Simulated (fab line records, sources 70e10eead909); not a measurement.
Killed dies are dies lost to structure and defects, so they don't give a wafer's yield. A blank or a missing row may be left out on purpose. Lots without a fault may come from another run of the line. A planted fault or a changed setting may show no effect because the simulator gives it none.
A struck lot beside a sound one | flow nand_harc | 14 steps out of a route of 1302
Sound: wafers L167.2, L167.3, L167.5. Struck: wafer L174.2. (L174.3 of the same lot was not struck and is left out.) The cause comes at the end.
At each step with rows: each side's tool, then ch and its chambers, then its first start. Under that, the readings that differ: sound wafers | struck wafers | difference of the means | sigmas: that difference in standard deviations of wafers without a fault.
alike: readings whose means differ by less than 2 such deviations, and words and numbers that are the same on both sides. not compared: withheld readings, readings that some wafer has no value for, bounds like >300 that may hide the same value, and numbers for which the record gives no deviation and whose values overlap.
The two part at a step that has a row with sigmas, a row that says differs or no value, or rows on one side only. Numbers that don't overlap but have no deviation are shown without sigmas and don't part them. A reading that every wafer of one side lacks parts them only if that side has two wafers or more.

NHARC_A_SOURCE_PLATE_THK_MEAS_06: measures by ellipsometry.
  sound on film_metro-01, day 10 23:09; struck on film_metro-01, day 13 20:13
  alike: thk_nm
NHARC_A_SOURCE_PLATE_INSPECT_08:
  sound on defect_inspect-02, day 10 23:14; struck on defect_inspect-02, day 13 20:16
  alike: raw_defect_count
then, 1 step without rows for these wafers: NHARC_A_ONON_D1_DEP_00 (target thk 1000 nm).
NHARC_A_ONON_D1_THK_MEAS_02: measures by ellipsometry.
  sound on film_metro-02, day 10 23:49; struck on film_metro-02, day 13 20:51
  alike: thk_nm
then, 1 step without rows for these wafers: NHARC_A_ONON_D1_DEP_03 (target thk 1000 nm).
NHARC_A_ONON_D1_THK_MEAS_05: measures by ellipsometry.
  sound on film_metro-01, day 11 00:23; struck on film_metro-01, day 13 21:25
  alike: thk_nm
then, 1 step without rows for these wafers: NHARC_A_ONON_D1_DEP_06 (target thk 1000 nm).
NHARC_A_ONON_D1_THK_MEAS_08: measures by ellipsometry.
  sound on film_metro-01, day 11 00:56; struck on film_metro-01, day 13 21:59
  alike: thk_nm
then, 1 step without rows for these wafers: NHARC_A_ONON_D1_DEP_09 (target thk 1000 nm).
NHARC_A_ONON_D1_THK_MEAS_11: measures by ellipsometry.
  sound on film_metro-01, day 11 01:31; struck on film_metro-02, day 13 22:33
  alike: thk_nm
NHARC_A_ONON_D1_DEP_12: target thk 1000 nm.
  sound on pecvd_onon-02 ch 0, day 11 01:37; struck on pecvd_onon-01 ch 0, day 13 22:40
NHARC_A_ONON_D1_THK_MEAS_14: measures by ellipsometry.
  sound on film_metro-02, day 11 02:05; struck on film_metro-02, day 13 23:07
  reading     | sound          | struck | difference | sigmas
  thk_nm (nm) | 1010 1010 1010 | 655    | -355       | -36
then, 1 step without rows for these wafers: NHARC_A_ONON_D1_ANNEAL_15 (time 3600 s).
NHARC_END_SORT_01:
  the record has rows for the sound wafers here (prober-01 ch 0, day 27 13:08) and none for the struck ones

WHERE THEY PART
First at NHARC_A_ONON_D1_THK_MEAS_14; last, within this record, at NHARC_END_SORT_01.

WHY: what the simulator had put in
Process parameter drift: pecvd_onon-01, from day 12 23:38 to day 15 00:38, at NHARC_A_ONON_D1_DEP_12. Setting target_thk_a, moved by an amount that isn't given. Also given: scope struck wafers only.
